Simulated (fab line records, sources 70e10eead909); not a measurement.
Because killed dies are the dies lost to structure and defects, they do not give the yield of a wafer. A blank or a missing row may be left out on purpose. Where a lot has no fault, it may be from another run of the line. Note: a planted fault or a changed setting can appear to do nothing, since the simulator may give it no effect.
Which tool did it?    flow nandHarc    33 wafers from 11 lots sampled at 6 of the route's 1302 steps

== WHAT EACH GAUGE READ, for each wafer ==
NHARC_A_M1_CD_MEAS_09 targets a cd of 120 nm.
lot   measured      on        cdNm (nm)
L202  day 23 09:46  cdSem-03  120.0 120.2 120.4
L204  day 23 15:58  cdSem-03  120.9 120.2 120.1
L201  day 23 18:36  cdSem-03  118.8 119.7 120.7
L203  day 23 19:09  cdSem-01  119.9 120.7 120.5
L210  day 26 21:49  cdSem-02  119.8 120.2 120.1
L212  day 27 08:07  cdSem-01  120.6 120.2 120.5
L215  day 28 20:47  cdSem-02  122.8 122.6 122.8
L217  day 30 11:32  cdSem-01  122.8 122.6 122.0
L219  day 31 02:29  cdSem-03  119.3 119.4 119.3
L222  day 32 03:52  cdSem-03  119.2 120.5 119.2
L223  day 32 04:14  cdSem-01  120.2 120.3 120.2

NHARC_END_SORT_01.
lot   measured      on         defectLimitedYield (%)  killedAtArray  killedAtOther  killedAtPeriphery  killedDies  killedOpen  killedShort  sort_bin_2_pct (%)  sort_bin_3_pct (%)  sort_bin_4_pct (%)  sortNPass    sortRimYieldPct (%)  sortYieldPct (%)
L210  day 28 10:43  prober-01  91.0 87.9 91.4          61 75 56       0 1 0          0 6 2              61 82 58    7 0 5       2 6 2        3.0 4.6 3.5         1.0 1.0 1.2         5.0 6.5 3.8         616 595 619  79 85 80             91.0 87.9 91.4
L219  day 33 01:32  prober-02  93.6 92.3 93.6          30 46 34       2 0 3          11 6 6             43 52 43    5 5 2       2 6 4        2.1 2.4 1.3         0.6 0.6 0.3         3.7 4.7 4.7         634 625 634  86 87 91             93.6 92.3 93.6

== WHAT TOOL EACH LOT RAN ON (gives the tool, then ch and the chambers of the sampled wafers, and finally the start) ==
lot   NHARC_A_M0_PVD_20                       NHARC_A_M1_EXPOSE_06               NHARC_A_M1_DEGAS_29          NHARC_A_M1_PVD_20
L202  pvdSputter-02, day 23 09:38 or earlier  arfiScanner-01 ch 0, day 23 09:38  pvdSputter-01, day 23 11:02  pvdSputter-01, no start
L204  pvdSputter-02, day 23 15:50 or earlier  arfiScanner-01 ch 0, day 23 15:50  pvdSputter-01, day 23 17:11  pvdSputter-01, no start
L201  pvdSputter-01, day 23 18:28 or earlier  arfiScanner-01 ch 0, day 23 18:28  pvdSputter-01, day 23 19:49  pvdSputter-01, no start
L203  pvdSputter-02, day 23 19:01 or earlier  arfiScanner-02 ch 0, day 23 19:01  pvdSputter-02, day 23 20:21  pvdSputter-02, no start
L210  pvdSputter-01, day 26 21:40 or earlier  arfiScanner-01 ch 0, day 26 21:40  pvdSputter-03, day 26 23:01  pvdSputter-03, day 28 10:43 or earlier
L212  pvdSputter-02, day 27 07:58 or earlier  arfiScanner-02 ch 0, day 27 07:58  pvdSputter-01, day 27 09:19  pvdSputter-01, no start
L215  pvdSputter-01, day 28 20:38 or earlier  arfiScanner-02 ch 0, day 28 20:38  pvdSputter-01, day 28 22:00  pvdSputter-01, no start
L217  pvdSputter-02, day 30 11:24 or earlier  arfiScanner-02 ch 0, day 30 11:24  pvdSputter-01, day 30 12:44  pvdSputter-01, no start
L219  pvdSputter-02, day 31 02:21 or earlier  arfiScanner-03 ch 0, day 31 02:21  pvdSputter-02, day 31 03:41  pvdSputter-02, day 33 01:32 or earlier
L222  pvdSputter-01, day 32 03:43 or earlier  arfiScanner-03 ch 0, day 32 03:43  pvdSputter-03, day 32 05:04  pvdSputter-03, no start
L223  pvdSputter-03, day 32 04:06 or earlier  arfiScanner-03 ch 0, day 32 04:06  pvdSputter-01, day 32 05:27  pvdSputter-01, no start
- NHARC_A_M0_PVD_20: deposits TaN, target thk 5 nm, time 8.06 s.
- NHARC_A_M1_EXPOSE_06: exposes mask A M1, target cd 120 nm.
- NHARC_A_M1_DEGAS_29: time 60 s.
- NHARC_A_M1_PVD_20: deposits TaN, target thk 5 nm, time 8.06 s.

== AS READ BY THE TOOLS THEMSELVES (means over the sampled wafers that have a number; for cases with no such wafer, the mark the record gives instead) ==
NHARC_A_M0_PVD_20.
lot   tool           chamberPressurePa (Pa)  throttleValvePct (%)
L202  pvdSputter-02  0.12                    31.3
L204  pvdSputter-02  0.12                    30.7
L201  pvdSputter-01  0.12                    29.8
L203  pvdSputter-02  0.12                    32.0
L210  pvdSputter-01  0.12                    30.5
L212  pvdSputter-02  0.12                    31.2
L215  pvdSputter-01  0.12                    29.8
L217  pvdSputter-02  0.12                    30.1
L219  pvdSputter-02  0.12                    31.5
L222  pvdSputter-01  0.12                    30.4
L223  pvdSputter-03  0.12                    30.9

NHARC_A_M1_EXPOSE_06.
lot   tool            exposureDoseMJCm2  reticleTempC (C)
L202  arfiScanner-01  75.02              23.03
L204  arfiScanner-01  75.07              22.94
L201  arfiScanner-01  75.04              23.10
L203  arfiScanner-02  75.18              23.20
L210  arfiScanner-01  75.05              22.96
L212  arfiScanner-02  75.12              23.11
L215  arfiScanner-02  78.03              23.06
L217  arfiScanner-02  77.46              23.06
L219  arfiScanner-03  75.06              23.03
L222  arfiScanner-03  75.18              23.04
L223  arfiScanner-03  75.02              22.86

NHARC_A_M1_DEGAS_29.
lot   tool           heaterPowerW (W)
L202  pvdSputter-01  353
L204  pvdSputter-01  350
L201  pvdSputter-01  341
L203  pvdSputter-02  337
L210  pvdSputter-03  332
L212  pvdSputter-01  337
L215  pvdSputter-01  327
L217  pvdSputter-01  322
L219  pvdSputter-02  342
L222  pvdSputter-03  329
L223  pvdSputter-01  347

NHARC_A_M1_PVD_20.
lot   tool           chamberPressurePa (Pa)  throttleValvePct (%)
L202  pvdSputter-01  0.11994                 29.0
L204  pvdSputter-01  0.11989                 29.9
L201  pvdSputter-01  0.11993                 29.4
L203  pvdSputter-02  0.12008                 30.2
L210  pvdSputter-03  0.11993                 30.3
L212  pvdSputter-01  0.11995                 30.0
L215  pvdSputter-01  0.12025                 30.2
L217  pvdSputter-01  0.11987                 29.5
L219  pvdSputter-02  0.11993                 31.0
L222  pvdSputter-03  0.12009                 29.7
L223  pvdSputter-01  0.12003                 29.8

== THE ANSWER, worked out from the rows above alone ==
Rule: the usual values come from the lots themselves. Put in order of their means at a reading, lots are off if they are a third of the lots or fewer, leave a main group of 4 or more, and stand apart from it by a gap of 3 or more times the standard deviation of the main group's means; of several such gaps the widest counts. A main group is skipped when, at the precision printed for the reading in the tables above, its means are all equal. Also off: a lot with no number at a reading for which 4 or more lots have one. The other lots that the step has rows for count as sound. Order of review: gauges by route order, followed by the tools' own readings, for which a lot's mean as printed above is used. At the first step where some lot is off, the reading lying furthest off is the one used; lots without a number count as furthest.
Off: L215, L217 (NHARC_A_M1_CD_MEAS_09, cdNm). For the main group the mean is 120.0 nm and the standard deviation 0.37.
If a tool, at a process step before that reading, ran all the lots that are off and no sound lot after the first of them, it fits. Not tried: the gauges at NHARC_A_M1_CD_MEAS_09; whatever is off there is also off at NHARC_A_M1_EXPOSE_06, on other tools, and gauge error can't account for it. Because NHARC_A_M0_PVD_20 lacks a start for some lots, the hours and order of its lots are taken from NHARC_A_M1_EXPOSE_06. One candidate fits, namely arfiScanner-02 at NHARC_A_M1_EXPOSE_06. Its last sound lot is L212 (day 27 07:58), its first lot that is off L215 (day 28 20:38): a fault that began between those two fits.
On the lots that are off, the tool's own readings at NHARC_A_M1_EXPOSE_06 differ by more than 5 times the standard deviation of the sound lots' means, which bears it out; exposureDoseMJCm2 reads 77.75 there versus 75.08 on the sound lots.

== WHAT WAS PUT IN BY THE SIMULATOR ==
Process parameter drift: arfiScanner-02, from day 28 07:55 on, at NHARC_A_M1_EXPOSE_06. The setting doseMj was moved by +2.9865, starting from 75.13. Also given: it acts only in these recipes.
Lots struck among those shown: L215, L217. The rule above reached the same finding.
